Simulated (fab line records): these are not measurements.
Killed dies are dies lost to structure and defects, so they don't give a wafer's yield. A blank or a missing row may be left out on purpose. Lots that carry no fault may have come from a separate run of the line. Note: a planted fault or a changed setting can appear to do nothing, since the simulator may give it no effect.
The tool behind it: which one? :: flow n5 finfet :: 12 lots with 36 wafers sampled at 2 steps, on a route of 1938 steps

## WHAT THE GAUGES READ, wafer by wafer
N5_BEOL_M12_OCD_MEAS_35.
lot: L074
measured: day 10 23:07
on: ocd-01
trench depth nm (nm): 313 317 317

lot: L077
measured: day 11 11:02
on: ocd-01
trench depth nm (nm): 317 319 321

lot: L079
measured: day 12 00:05
on: ocd-01
trench depth nm (nm): 318 320 321

lot: L081
measured: day 12 16:04
on: ocd-01
trench depth nm (nm): 319 314 315

lot: L083
measured: day 13 02:13
on: ocd-01
trench depth nm (nm): 316 322 314

lot: L085
measured: day 13 13:08
on: ocd-02
trench depth nm (nm): 321 318 321

lot: L087
measured: day 14 08:10
on: ocd-01
trench depth nm (nm): 313 321 316

lot: L090
measured: day 14 13:10
on: ocd-02
trench depth nm (nm): 313 322 312

lot: L089
measured: day 15 01:50
on: ocd-01
trench depth nm (nm): 313 312 312

lot: L094
measured: day 15 13:26
on: ocd-01
trench depth nm (nm): 324 332 328

lot: L095
measured: day 16 03:49
on: ocd-01
trench depth nm (nm): 327 326 322

lot: L097
measured: day 16 22:08
on: ocd-02
trench depth nm (nm): 314 316 317

## EACH LOT AND THE TOOL THAT RAN IT (in order: tool; ch and the chambers of the sampled wafers; start)
lot: L074
N5_BEOL_M12_TRENCH_ETCH_34: rie diel-04 ch 0,2,3, day 10 22:58

lot: L077
N5_BEOL_M12_TRENCH_ETCH_34: rie diel-04 ch 0,1,3, day 11 10:52

lot: L079
N5_BEOL_M12_TRENCH_ETCH_34: rie diel-04 ch 0,3, day 11 23:56

lot: L081
N5_BEOL_M12_TRENCH_ETCH_34: rie diel-05 ch 2,3, day 12 15:54

lot: L083
N5_BEOL_M12_TRENCH_ETCH_34: rie diel-02 ch 1,2,3, day 13 02:04

lot: L085
N5_BEOL_M12_TRENCH_ETCH_34: rie diel-04 ch 2,3, day 13 12:59

lot: L087
N5_BEOL_M12_TRENCH_ETCH_34: rie diel-02 ch 0,1,2, day 14 08:01

lot: L090
N5_BEOL_M12_TRENCH_ETCH_34: rie diel-02 ch 0,1,3, day 14 13:00

lot: L089
N5_BEOL_M12_TRENCH_ETCH_34: rie diel-04 ch 1,2, day 15 01:41

lot: L094
N5_BEOL_M12_TRENCH_ETCH_34: rie diel-05 ch 0,1,3, day 15 13:17

lot: L095
N5_BEOL_M12_TRENCH_ETCH_34: rie diel-05 ch 1,2,3, day 16 03:40

lot: L097
N5_BEOL_M12_TRENCH_ETCH_34: rie diel-04 ch 0,3, day 16 21:59
- N5_BEOL_M12_TRENCH_ETCH_34: etches SiOC in C4F8/O2/Ar, target depth 318.95 nm, time 125.5 s.

## THE ANSWER, worked out from the rows above alone
Rule: the lots themselves supply what counts as usual. The widest of any qualifying gaps counts: lots, ordered by their means at a reading, are off when they make up no more than a third of the lots, leave a main group of 4 or more, and stand apart from it by 3 or more times the standard deviation of that group's means. If all means in a main group match to the digits the tables above print for the reading, that group is not used. Also off: a lot with no number at a reading for which 4 or more lots have one. Where the step has rows for the other lots, those lots are counted as sound.
No lot is off on any of the readings shown, so nothing can be concluded from this.

## WHAT WAS PUT IN BY THE SIMULATOR
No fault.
